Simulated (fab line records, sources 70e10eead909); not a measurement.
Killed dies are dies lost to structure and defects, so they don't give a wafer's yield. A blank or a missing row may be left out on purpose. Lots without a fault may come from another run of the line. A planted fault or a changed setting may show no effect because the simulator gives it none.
Chamber matching | flow nand_harc | NHARC_A_CONTACT_DEP_29 on pecvd-02: 3 sister chambers
The step deposits SiON, target thk 70 nm. 3 wafers are shown with their chamber, then 8 later ones without.

WAFERS WITH THEIR CHAMBER
wafer  | chamber | heater_power_w (W)
L078.1 | 1       | 775
L088.5 | 2       | 762
L087.4 | 0       | 814

WAFERS WITHOUT THEIR CHAMBER
wafer  | heater_power_w (W)
L087.5 | 751
L087.6 | 778
L091.1 | 839
L091.3 | 747
L091.4 | 751
L096.2 | 730
L096.5 | 722
L096.6 | 745

WHICH CHAMBER EACH WENT THROUGH
wafer  | from the rows above          | in truth
L087.5 | can't be placed: 2 or 1      | 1
L087.6 | can't be placed: 1 or 2 or 0 | 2
L091.1 | can't be placed: 0 or 1      | 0
L091.3 | can't be placed: 2 or 1      | 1
L091.4 | can't be placed: 2 or 1      | 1
L096.2 | can't be placed: 2 or 1      | 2
L096.5 | can't be placed: 2 or 1      | 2
L096.6 | can't be placed: 2 or 1      | 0
Placed correctly: 0 of 8. Can't be placed from these rows: 8 (the true chamber is among the candidates in 7). Placed wrongly: 0.
How it was worked out, from the rows above alone: a wafer's distance from a chamber is the root of the sum, over the readings, of the square of ((its reading less the chamber's mean) divided by the reading's scatter). The wafer belongs to the nearest chamber; if the next one is less than 2 further off, it can't be placed. A chamber's mean is the mean of its shown wafers. The scatter: with one shown wafer a chamber, the root of the mean of the squares of how far each hidden wafer lies from its nearest shown one.
